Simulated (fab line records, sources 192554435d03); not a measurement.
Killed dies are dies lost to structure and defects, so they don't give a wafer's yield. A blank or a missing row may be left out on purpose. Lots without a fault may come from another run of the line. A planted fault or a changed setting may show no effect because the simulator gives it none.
fab line records | flow n5_finfet
record lots=6 wafers=17 last_day=17
route steps=1938 shown SD_EPI_N@281 SD_EPI_P@295
lots that met no fault: from a run of the same line without faults
start_h: hours from the record's first day to the start of the lot's first wafer shown | wait_h: hours since the lot's step before | " the same as in the row above | L1.1+2: a row that stands for several wafers | - no value, or no start given | * or withheld: withheld | < > ~ a bound
route shown NAME@n: a module of which the file shows steps, and the number in the route of the first | usual: mean/standard deviation of fault-free wafers | same: alike in all rows | chamber/n: place in a boat | sites: the reading at each site | _std_site: their standard deviation | _edge_site: outer sites' mean less inner sites' | radius_mm: how far each site lies from the wafer's centre | mask NAME#n: copy n | behind: the tool/chamber that last shaped the wafer | hold: why the lot was held/for how many hours/how that ended | device: the transistor (n, p or np) that didn't switch | end of line: the same wafers' tests at the end of the route | a step without rows: its recipe alone | killed: dies lost to structure and defects at the first sort, not the wafer's yield | map: a wafer's dies, x killed, . not, _ none there
set.NAME: the setting as run; set.NAME@STEP: as run at that earlier step | model.NAME: the simulator's own value behind a step, which no gauge read
lots at some steps of the route; a table a step, a row a wafer
services: from which hour (start_h, from the record's first day; less than 0 if before it) a tool's chamber was out of use, for how many hours, and why
## steps
# step N5_SD_EPI_N_SD_RECESS_17
# recipe chemistry=HBr/Cl2/O2 target_depth_a=410 mask_material=SOC time_s=23.7 bt_time_s=3 pressure_mtorr=10 icp_w=800 bias_w=112 HBr_flow_sccm=150 Cl2_flow_sccm=80 O2_flow_sccm=12
# step N5_SD_EPI_N_STRIP_38
# recipe chemistry=N2/H2 power_w=1000 temp_c=250 h2_frac=0.65 overash_fraction=0.3 pressure_mtorr=withheld n2_flow_sccm=1750 h2_flow_sccm=3250
# usual drypump_motor_current_A=6.1/0.59 heater_power_w=381/34 oes_product_au=0.760/0.011
# columns lot.wafer tool chamber start_h wait_h drypump_motor_current_A heater_power_w oes_product_au rf_hours_counter_h
L171.1 plasma_asher-02 1 55.59 0.1 5.9 330 0.751 82
L171.2 " 0 " " 6.7 407 0.742 82
L171.3 " 1 " " 5.9 335 0.756 -
L177.3 plasma_asher-01 0 93.64 0.1 5.1 413 0.770 -
L177.5 " 1 " " 6.4 400 0.778 -
L183.1 plasma_asher-02 1 128.00 0.1 5.9 324 0.756 96
L183.2 " 0 " " 6.8 416 0.768 96
L183.4 " 0 " " 6.7 419 0.748 -
L185.4 plasma_asher-02 1 138.98 0.1 5.8 328 0.759 -
L185.5 " 1 " " 5.9 337 0.799 -
L185.6 " 0 " " 6.7 405 0.784 -
L192.1 plasma_asher-01 0 181.46 0.1 5.1 402 0.731 58
L192.2 " 1 " " 6.4 383 0.745 58
L192.3 " 1 " " 6.4 389 0.761 -
L193.1 plasma_asher-01 0 192.26 0.1 5.1 415 0.768 60
L193.3 " 1 " " 6.3 384 0.746 -
L193.5 " 1 " " 6.3 383 0.758 -
# step N5_SD_EPI_N_WET_ETCH_43
# recipe chemistry=dHF dilution=withheld time_s=14 target=SiO2 target_depth_a=15 temp_c=25
# step N5_SD_EPI_N_STRIP_18
# recipe chemistry=SPM time_s=750 temp_c=130 h2so4_h2o2_vol_ratio=4
# step N5_SD_EPI_N_SRD_20
# recipe dry=ipa_marangoni do_ppb=5 time_s=30 temp_c=23 rinse_liquid=diw
# step N5_SD_EPI_N_PRECLEAN_48
# recipe chemistry=NF3:NH3 afs_cycles=2 temp_c=30 time_s=20 sublimation_temp_c=180 sublimation_time_s=60 pressure_torr=3 rf_power_w=30
# step N5_SD_EPI_N_VAPOR_ETCH_50
# recipe chemistry=HCl target=Si temp_c=775 time_s=54 pressure_torr=20 mode=isotropic
# step N5_SD_EPI_N_EPI_21
# recipe material=Si:P dopant=P temp_c=680 pressure_torr=255 time_s=690
# step N5_SD_EPI_N_EPI_MEAS_23
# recipe mode=xrd
# usual thk_nm=59.0/1.2
# columns lot.wafer tool chamber start_h wait_h thk_nm
L171.1 film_metro-02 - 58.94 1.9 57.7
L171.2 " - " " 58.2
L171.3 " - " " 59.8
L177.3 film_metro-01 - 96.23 0.9 61.2
L177.5 " - " " 60.2
L183.1 film_metro-01 - 131.36 1.9 58.5
L183.2 " - " " 58.4
L183.4 " - " " 59.6
L185.4 film_metro-01 - 141.59 0.6 60.2
L185.5 " - " " 57.9
L185.6 " - " " 59.5
L192.1 film_metro-01 - 184.81 1.9 59.1
L192.2 " - " " 57.2
L192.3 " - " " 57.5
L193.1 film_metro-02 - 194.87 1.4 60.4
L193.3 " - " " 62.0
L193.5 " - " " 60.3
# step N5_SD_EPI_N_PRECLEAN_24
# recipe chemistry=O3/DIW time_s=60 temp_c=22 o3_ppm=10
# step N5_SD_EPI_N_SRD_25
# recipe time_s=30 temp_c=23 rinse_liquid=diw dry=ipa_marangoni
# step N5_SD_EPI_N_PRECLEAN_49
# recipe chemistry=NF3:NH3 afs_cycles=1 temp_c=30 time_s=20 sublimation_temp_c=180 sublimation_time_s=60 pressure_torr=3 rf_power_w=30
# step N5_SD_EPI_N_LINER_46
# recipe material=SiNx target_thk_a=30 temp_c=400 ald_precursor_family=SiH2I2 ald_co_reactant=N2/H2-plasma pressure_torr=2
# usual chamber_pressure_Torr=2.001/0.0041 heater_power_w=840/72
# columns lot.wafer tool chamber start_h wait_h chamber_pressure_Torr heater_power_w since_wet_clean_h model.SiNx_of_SD_EPI_N_LINER_46.thk_nm
L171.1 ald_sin-02 3 59.84 0.8 2.001 853 157 3
L171.2 " 0 " " 2.003 816 157 3
L171.3 " 2 " " 2.001 838 157 3
L177.3 ald_sin-02 2 96.78 0.4 2.005 846 194 3
L177.5 " 0 " " 1.998 812 - 3
L183.1 ald_sin-02 1 131.67 0.2 1.994 816 229 3
L183.2 " 2 " " 1.994 853 229 3
L183.4 " 3 " " 1.999 856 229 2
L185.4 ald_sin-02 2 141.89 0.1 2.007 858 240 2
L185.5 " 0 " " 1.994 841 - 2
L185.6 " 1 " " 2.004 798 - 2
L192.1 ald_sin-04 2 185.14 0.2 1.993 744 86 3
L192.2 " 0 " " 1.998 799 86 3
L192.3 " 1 " " 2.005 809 86 3
L193.1 ald_sin-02 0 195.17 0.2 2.003 821 293 3
L193.3 " 1 " " 2.001 807 293 3
L193.5 " 2 " " 1.998 833 - 3
# step N5_SD_EPI_N_INSPECT_26
# recipe inspect_instrument=darkfield mode=post_epi
# usual raw_defect_count=195/41
# columns lot.wafer tool chamber start_h wait_h raw_defect_count
L171.1 defect_inspect-01 - 60.09 0.1 175
L171.2 " - " " 248
L171.3 " - " " 231
L177.3 defect_inspect-02 - 97.03 0.1 239
L177.5 " - " " 260
L183.1 defect_inspect-02 - 131.92 0.1 162
L183.2 " - " " 180
L183.4 " - " " 159
L185.4 defect_inspect-02 - 142.14 0.1 188
L185.5 " - " " 170
L185.6 " - " " 148
L192.1 defect_inspect-02 - 185.39 0.1 181
L192.2 " - " " 186
L192.3 " - " " 171
L193.1 defect_inspect-02 - 195.42 0.1 157
L193.3 " - " " 180
L193.5 " - " " 135
# step N5_SD_EPI_P_COAT_34
# recipe resist=SOC temp_c=250 time_s=60 spin_rpm=1500 resist_thk_nm=350
# step N5_SD_EPI_P_COAT_35
# recipe resist=SiARC temp_c=220 time_s=60 spin_rpm=1500 resist_thk_nm=35
# step N5_SD_EPI_P_COAT_03
# recipe resist=CAR-ArF-block spin_rpm=1500 resist_thk_nm=150
# step N5_SD_EPI_P_EBR_05
# recipe solvent=PGMEA ebr_width_mm=1.5
# step N5_SD_EPI_P_SOFTBAKE_04
# recipe temp_c=110 time_s=60 resist=CAR-ArF-block
# step N5_SD_EPI_P_EXPOSE_06
# recipe mask_id=SD_P_BLK na=1.35 source_shape=conventional sigma_outer=0.8 polarization=unpolarized target_cd_nm=240 dose_mj=39.5
# step N5_SD_EPI_P_PEB_07
# recipe peb_temp_c=110 peb_time_s=60 resist=CAR-ArF-block
# step N5_SD_EPI_P_DEVELOP_08
# recipe develop_time_s=30 developer=TMAH resist=CAR-ArF-block dev_temp_c=23 rinse_liquid=diw dry=air_spin
# step N5_SD_EPI_P_CD_MEAS_09
# recipe target_cd_nm=240 landing_energy_ev=500 detector=se_inlens
# usual cd_nm=239.8/0.98
# columns lot.wafer tool chamber start_h wait_h cd_nm
L171.1 cd_sem-02 0 60.48 - 240.6
L171.2 " 0 " " 240.6
L171.3 " 0 " " 242.4
L177.3 cd_sem-02 0 97.31 - 239.9
L177.5 " 0 " " 240.5
L183.1 cd_sem-03 0 132.19 - 242.3
L183.2 " 0 " " 241.3
L183.4 " 0 " " 239.8
L185.4 cd_sem-01 0 142.54 - 240.3
L185.5 " 0 " " 239.2
L185.6 " 0 " " 239.9
L192.1 cd_sem-01 0 185.79 - 240.8
L192.2 " 0 " " 242.0
L192.3 " 0 " " 241.1
L193.1 cd_sem-02 0 195.70 - 240.7
L193.3 " 0 " " 237.8
L193.5 " 0 " " 238.7
# step N5_SD_EPI_P_OVL_MEAS_10
# recipe points_per_wafer=44
# usual SD_P_BLK_OVL=-0.3/0.7
# columns lot.wafer tool chamber start_h wait_h SD_P_BLK_OVL[nm]
L171.1 overlay-01 0 60.51 0.0 0.1
L171.2 " 0 " " -1.4
L171.3 " 0 " " -0.2
L177.3 overlay-02 0 97.34 0.0 0.7
L177.5 " 0 " " 0.5
L183.1 overlay-02 0 132.22 0.0 -0.9
L183.2 " 0 " " -0.3
L183.4 " 0 " " -0.8
L185.4 overlay-02 0 142.57 0.0 -0.9
L185.5 " 0 " " -2.2
L185.6 " 0 " " -0.9
L192.1 overlay-01 0 185.82 0.0 -0.6
L192.2 " 0 " " -1.3
L192.3 " 0 " " -2.0
L193.1 overlay-01 0 195.73 0.0 -1.3
L193.3 " 0 " " -0.5
L193.5 " 0 " " 0.0
# step N5_SD_EPI_P_INSPECT_11
# recipe mode=adi inspect_instrument=macro
# usual raw_defect_count=2.0/1.5
# columns lot.wafer tool chamber start_h wait_h raw_defect_count
L171.1 defect_inspect-02 - 60.54 0.0 3
L171.2 " - " " 1
L171.3 " - " " 1
L177.3 defect_inspect-02 - 97.36 0.0 0
L177.5 " - " " 1
L183.1 defect_inspect-02 - 132.25 0.0 3
L183.2 " - " " 0
L183.4 " - " " 3
L185.4 defect_inspect-01 - 142.59 0.0 1
L185.5 " - " " 2
L185.6 " - " " 3
L192.1 defect_inspect-01 - 185.84 0.0 1
L192.2 " - " " 5
L192.3 " - " " 1
L193.1 defect_inspect-01 - 195.75 0.0 2
L193.3 " - " " 2
L193.5 " - " " 4
# step N5_SD_EPI_P_DESCUM_14
# recipe chemistry=O2 time_s=7.9 source_power_w=50 bias_power_w=20 pressure_mtorr=20 rf_frequency_hz=2.712e+07 temp_c=40 resist=CAR-ArF-block o2_flow_sccm=225
# usual drypump_motor_current_A=5.6/0.52 o2_flow_sccm=225.1/0.69 oes_product_au=0.78/0.09 rf_vpp_V=242.7/1.5 showerhead_plenum_p_Torr=2.07/0.085 throttle_valve_pct=20.51/0.23
# columns lot.wafer tool chamber start_h wait_h drypump_motor_current_A o2_flow_sccm oes_product_au rf_hours_counter_h rf_vpp_V showerhead_plenum_p_Torr throttle_valve_pct
L171.1 rie_diel-02 1 60.57 0.0 5.5 225.7 0.74 194 243.3 2.09 20.89
L171.2 " 2 " " 5.7 224.8 0.90 38 242.2 2.04 20.37
L171.3 " 0 " " 5.7 224.8 0.77 104 240.5 1.95 20.69
L177.3 rie_diel-03 2 97.43 0.1 5.3 225.2 0.93 19 242.8 2.06 20.52
L177.5 " 3 " " 6.5 224.8 0.71 - 242.3 1.99 20.55
L183.1 rie_diel-03 0 132.28 0.0 5.9 225.1 0.69 198 243.4 2.18 20.41
L183.2 " 3 " " 6.4 225.1 0.70 220 242.8 1.99 20.55
L183.4 " 2 " " 5.3 225.6 0.90 29 242.1 2.06 20.54
L185.4 rie_diel-02 3 142.64 0.0 6.0 224.0 0.68 245 243.9 2.14 20.46
L185.5 " 0 " " 5.7 224.8 0.76 - 241.9 1.94 20.72
L185.6 " 3 " " 6.0 224.6 0.67 - 242.5 2.14 20.46
L192.1 rie_diel-03 3 186.01 0.2 6.5 225.0 0.70 234 241.5 1.98 20.56
L192.2 " 2 " " 5.3 225.3 0.86 46 242.8 2.05 20.56
L192.3 " 1 " " 5.0 225.2 0.88 29 242.8 2.22 20.12
L193.1 rie_diel-03 2 196.26 0.5 5.3 225.4 0.86 50 241.8 2.05 20.56
L193.3 " 1 " " 5.0 224.5 0.88 34 245.0 2.22 20.16
L193.5 " 3 " " 6.5 225.5 0.70 - 240.0 1.98 20.58
# step N5_SD_EPI_P_ETCH_36
# recipe chemistry=CF4 target=SiARC target_depth_a=455 mask_material=CAR-ArF-block time_s=75.8 ion_energy_ev=80 pressure_mtorr=40 source_w=545 bias_w=36 Ar_flow_sccm=100 cf4_flow_sccm=100 ends=cleared
# step N5_SD_EPI_P_ETCH_37
# recipe chemistry=N2/H2 target=SOC overetch_a=1080 mask_material=SiARC temp_c=40 ion_energy_ev=100 source_w=3000 bias_w=133 pressure_mtorr=20 time_s=486 n2_flow_sccm=200 h2_flow_sccm=200 ends=end_point
# step N5_SD_EPI_P_STRIP_38
# recipe chemistry=N2/H2 temp_c=40 n2_flow_sccm=200 h2_flow_sccm=200 rf_frequency_hz=6e+07
# step N5_SD_EPI_P_ETCHBACK_46
# recipe chemistry=CH3F/O2 mode=anisotropic_etchback target=SiNx target_depth_a=175 stop_on=SiO2 over_etch_frac=0.3 ion_energy_ev=120 pressure_mtorr=30 source_w=395 bias_w=73 Ar_flow_sccm=150 CH3F_flow_sccm=30 O2_flow_sccm=20
# usual drypump_motor_current_A=5.6/0.52 oes_product_au=0.67/0.07 rf_vpp_V=292/6.1 showerhead_plenum_p_Torr=1.98/0.088 throttle_valve_pct=16.43/0.23
# columns lot.wafer tool chamber start_h wait_h drypump_motor_current_A oes_product_au rf_hours_counter_h rf_vpp_V showerhead_plenum_p_Torr throttle_valve_pct
L171.1 rie_diel-02 1 60.99 0.0 5.5 0.62 194 285 1.99 16.79
L171.2 " 2 " " 5.6 0.76 39 288 1.95 16.22
L171.3 " 0 " " 5.7 0.67 105 298 1.86 16.56
L177.3 rie_diel-03 2 97.85 0.0 5.3 0.77 19 296 1.96 16.35
L177.5 " 3 " " 6.4 0.62 - 286 1.88 16.34
L183.1 rie_diel-03 0 132.70 0.0 5.9 0.61 198 289 2.08 16.36
L183.2 " 3 " " 6.5 0.61 220 285 1.88 16.35
L183.4 " 2 " " 5.3 0.75 29 296 1.96 16.38
L185.4 rie_diel-02 3 143.06 0.0 6.0 0.59 245 304 2.08 16.63
L185.5 " 0 " " 5.7 0.65 - 298 1.85 16.61
L185.6 " 3 " " 6.0 0.59 - 304 2.08 16.64
L192.1 rie_diel-03 3 186.43 0.0 6.4 0.60 234 284 1.87 16.37
L192.2 " 2 " " 5.3 0.72 46 296 1.95 16.40
L192.3 " 1 " " 5.0 0.76 30 289 2.12 16.05
L193.1 rie_diel-03 2 196.67 0.0 5.2 0.73 51 295 1.95 16.43
L193.3 " 1 " " 5.0 0.75 34 289 2.12 16.05
L193.5 " 3 " " 6.5 0.60 - 285 1.87 16.39
# step N5_SD_EPI_P_ETCH_47
# recipe chemistry=CH3F/O2 target=SiOCN target_depth_a=250 mask_material=SOC ion_energy_ev=60 bias_w=29 pressure_mtorr=30 source_w=410 Ar_flow_sccm=150 CH3F_flow_sccm=30 O2_flow_sccm=20
# step N5_SD_EPI_P_ETCH_16
# recipe chemistry=CHF3/O2 target=SiO2 target_depth_a=50 mask_material=SOC pressure_mtorr=30 source_w=650 bias_w=170 Ar_flow_sccm=200 CHF3_flow_sccm=50 O2_flow_sccm=5 ion_energy_ev=200
# usual drypump_motor_current_A=5.6/0.52 oes_product_au=0.78/0.088 rf_vpp_V=514/11 showerhead_plenum_p_Torr=2.39/0.1 throttle_valve_pct=18.97/0.22
# columns lot.wafer tool chamber start_h wait_h drypump_motor_current_A oes_product_au rf_hours_counter_h rf_vpp_V showerhead_plenum_p_Torr throttle_valve_pct
L171.1 rie_diel-02 1 61.19 0.1 5.5 0.71 194 502 2.40 19.31
L171.2 " 2 " " 5.6 0.90 39 504 2.34 18.75
L171.3 " 0 " " 5.7 0.77 105 524 2.25 19.17
L177.3 rie_diel-03 2 98.05 0.1 5.2 0.90 19 524 2.37 18.97
L177.5 " 3 " " 6.5 0.70 - 501 2.27 18.82
L183.1 rie_diel-03 0 132.90 0.1 6.0 0.69 198 509 2.50 18.85
L183.2 " 3 " " 6.5 0.69 220 501 2.27 18.85
L183.4 " 2 " " 5.2 0.87 29 525 2.36 18.99
L185.4 rie_diel-02 3 143.26 0.1 6.0 0.67 245 532 2.50 19.11
L185.5 " 0 " " 5.7 0.75 - 527 2.24 19.19
L185.6 " 3 " " 6.0 0.66 - 534 2.50 19.11
L192.1 rie_diel-03 3 186.63 0.1 6.4 0.68 234 503 2.26 18.87
L192.2 " 2 " " 5.3 0.83 46 523 2.36 19.03
L192.3 " 1 " " 5.0 0.88 30 510 2.56 18.63
L193.1 rie_diel-03 2 196.87 0.1 5.3 0.84 51 523 2.36 19.03
L193.3 " 1 " " 5.0 0.88 34 510 2.55 18.62
L193.5 " 3 " " 6.5 0.68 - 503 2.26 18.89
# step N5_SD_EPI_P_STRIP_50
# recipe chemistry=CHF3/O2 resist=SiARC rf_frequency_hz=6e+07
# step N5_SD_EPI_P_SD_RECESS_17
# recipe chemistry=HBr/Cl2/O2 target_depth_a=391 bt_time_s=3 pressure_mtorr=10 icp_w=800 bias_w=112 HBr_flow_sccm=150 Cl2_flow_sccm=80 O2_flow_sccm=12
# usual drypump_motor_current_A=5.8/0.43 oes_product_au=0.996/0.02 throttle_valve_pct=37.2/0.47
# columns lot.wafer tool chamber start_h wait_h drypump_motor_current_A oes_product_au rf_hours_counter_h throttle_valve_pct
L171.1 rie_si-03 0 61.26 0.0 6.0 1.027 184 37.2
L171.2 " 3 " " 5.6 0.994 199 37.4
L171.3 " 1 " " 5.6 0.978 121 36.7
L177.3 rie_si-03 1 98.12 0.0 5.6 0.978 122 36.7
L177.5 " 1 " " 5.6 0.982 - 36.7
L183.1 rie_si-02 1 132.97 0.0 5.2 0.979 86 37.2
L183.2 " 0 " " 6.2 1.023 193 37.5
L183.4 " 3 " " 5.8 0.964 46 36.3
L185.4 rie_si-02 0 143.33 0.0 6.2 1.022 193 37.5
L185.5 " 1 " " 5.2 0.979 - 37.2
L185.6 " 0 " " 6.1 1.024 - 37.5
L192.1 rie_si-03 3 186.70 0.0 5.6 1.016 2 37.7
L192.2 " 2 " " 5.2 1.015 167 36.6
L192.3 " 1 " " 5.6 0.986 123 36.7
L193.1 rie_si-02 0 196.94 0.0 6.1 0.983 0 37.2
L193.3 " 2 " " 6.4 0.976 37 37.7
L193.5 " 3 " " 5.8 0.972 - 36.3
# step N5_SD_EPI_P_WET_ETCH_45
# recipe chemistry=dHF dilution=withheld time_s=10.7 target=SiO2 target_depth_a=20 temp_c=25 dry=ipa_marangoni rinse_time_s=30 rinse_temp_c=23
# step N5_SD_EPI_P_STRIP_40
# recipe chemistry=N2/H2 power_w=1000 temp_c=250 h2_frac=0.65 overash_fraction=0.3 pressure_mtorr=withheld n2_flow_sccm=1750 h2_flow_sccm=3250
# step N5_SD_EPI_P_PRECLEAN_52
# recipe chemistry=O3/DIW time_s=60 temp_c=22 o3_ppm=10
# step N5_SD_EPI_P_SRD_20
# recipe dry=ipa_marangoni do_ppb=5 time_s=30 temp_c=23 rinse_liquid=diw
# step N5_SD_EPI_P_PRECLEAN_51
# recipe chemistry=NF3:NH3 afs_cycles=1 temp_c=30 time_s=20 sublimation_temp_c=180 sublimation_time_s=60 pressure_torr=3 rf_power_w=30
# usual chamber_pressure_Torr=3.000/0.0066
# columns lot.wafer tool chamber start_h wait_h chamber_pressure_Torr model.SiNx_of_SD_EPI_N_LINER_46.thk_nm
L171.1 epi_rpcvd-02 0 61.56 0.0 2.990 2.6
L171.2 " 0 " " 2.995 2.6
L171.3 " 0 " " 3.005 2.6
L177.3 epi_rpcvd-03 0 98.50 0.1 3.007 2.6
L177.5 " 0 " " 2.999 2.6
L183.1 epi_rpcvd-04 0 133.27 0.0 2.994 2.6
L183.2 " 0 " " 2.988 2.6
L183.4 " 0 " " 3.001 1.6
L185.4 epi_rpcvd-04 0 143.72 0.1 2.998 1.6
L185.5 " 0 " " 3.004 1.6
L185.6 " 0 " " 3.002 1.6
L192.1 epi_rpcvd-02 0 187.03 0.0 2.999 2.6
L192.2 " 0 " " 2.995 2.6
L192.3 " 0 " " 3.006 2.6
L193.1 epi_rpcvd-03 0 197.28 0.0 3.002 2.6
L193.3 " 0 " " 3.002 2.6
L193.5 " 0 " " 3.002 2.6
# step N5_SD_EPI_P_VAPOR_ETCH_44
# recipe chemistry=NF3/Ar target=SiGe30 temp_c=25 time_s=3.3 mode=isotropic
## services
# columns tool chamber start_h hours kind
epi_rpcvd-03 - 33.33 0.6 repair
rie_si-02 0 44.16 3.5 repair
rie_diel-03 - 48.55 2.8 pm
rie_diel-03 - 51.49 0.5 repair
rie_diel-03 1 68.41 - clean
rie_diel-03 1 68.41 - consumable_replace:focus_ring
rie_diel-03 1 68.41 - consumable_replace:showerhead
rie_diel-03 1 68.41 23.2 scheduled_down
rie_diel-03 1 68.41 23.2 vent_cycle
ald_sin-02 2 70.99 11.1 repair
rie_si-03 3 78.49 - clean
ald_sin-04 - 85.53 14.0 pm
ald_sin-02 - 102.55 2.8 pm
rie_diel-03 0 115.96 8.9 repair
rie_si-03 - 126.25 0.8 repair
plasma_asher-02 - 149.07 2.7 pm
rie_diel-02 3 159.07 - clean
rie_diel-02 3 159.07 - consumable_replace:focus_ring
rie_diel-02 3 159.07 16.3 scheduled_down
rie_diel-02 3 159.07 16.3 vent_cycle
rie_si-02 0 160.57 - clean
rie_si-02 0 160.57 24.8 scheduled_down
rie_si-02 0 160.57 24.8 vent_cycle
epi_rpcvd-04 - 182.24 8.1 pm
## key
first_sign none at tools or gauges
model_effect step=N5_SD_EPI_N_LINER_46 value=SiNx_of_SD_EPI_N_LINER_46.thk_nm without=3 struck=2
model_effect step=N5_SD_EPI_P_PRECLEAN_51 value=SiNx_of_SD_EPI_N_LINER_46.thk_nm without=2.6 struck=1.6
met_at N5_SD_EPI_N_LINER_46
struck_wafers L183.4,L185.4,L185.5,L185.6
tester_left_out L183,L185
baseline_loss step=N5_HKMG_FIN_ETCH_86 wafers=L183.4
baseline_loss step=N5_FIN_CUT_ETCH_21 wafers=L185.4
baseline_loss step=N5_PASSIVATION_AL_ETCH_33 wafers=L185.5
onset_between 96.78 131.67
fault kind=process_parameter_drift tool=ald_sin-02 chamber=- onset_h=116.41 steps=N5_SD_EPI_N_LINER_46 channel=target_thk_a offset=* shape=step end_h=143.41 scope=struck_wafers_only acts_in=* stated=*
# tester_left_out: of these lots the tester's yield and bins aren't shown, on N5 and GAA mostly nor the transistor test; their killed dies are dies lost to structure and defects alone, not to doping, threshold or leakage, so they don't give the yield
# baseline_loss: these wafers lose ten dies or more at that step, a loss of the line's own and not of a fault; the sort's usual values leave them out
